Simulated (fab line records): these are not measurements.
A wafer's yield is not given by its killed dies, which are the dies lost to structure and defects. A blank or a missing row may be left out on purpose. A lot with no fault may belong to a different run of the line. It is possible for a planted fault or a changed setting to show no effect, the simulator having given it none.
Matching of chambers	flow n5-finfet	4 sister chambers for N5_BEOL_M2_DESCUM_33 on rie-diel-06
The step chemistry O2, time 7 s. 4 wafers are shown with their chamber, then 12 later ones without.

## WAFERS PAIRED WITH THEIR CHAMBERS
wafer	chamber	showerhead-plenum-p-Torr (Torr)
L085.5	1	2.17
L087.2	0	2.03
L087.3	2	2.25
L087.6	3	2.09

## WAFERS WHOSE CHAMBER IS MISSING
wafer	showerhead-plenum-p-Torr (Torr)
L090.3	2.03
L090.4	2.24
L090.6	2.08
L089.3	2.08
L089.4	2.24
L089.5	2.24
L092.1	2.24
L092.4	2.03
L092.6	2.08
L093.1	2.16
L093.2	2.24
L093.6	2.16

## EACH ONE'S CHAMBER
wafer	from the rows above	in truth
L090.3	0	0
L090.4	2	2
L090.6	3	3
L089.3	3	3
L089.4	2	2
L089.5	2	2
L092.1	2	2
L092.4	0	0
L092.6	3	3
L093.1	1	1
L093.2	2	2
L093.6	1	1
Placed correctly: 12 of 12. Can't be placed from these rows: 0. 0 placed wrongly.
How it was worked out, from the rows above alone: a wafer's distance from a chamber is the root of the sum, over the readings, of the square of ((its reading less the chamber's mean) divided by the reading's scatter). The wafer belongs to the nearest chamber; if the next one is less than 2 further off, it can't be placed. A chamber's mean is the mean of its shown wafers. The scatter: with one shown wafer a chamber, the root of the mean of the squares of how far each hidden wafer lies from its nearest shown one.
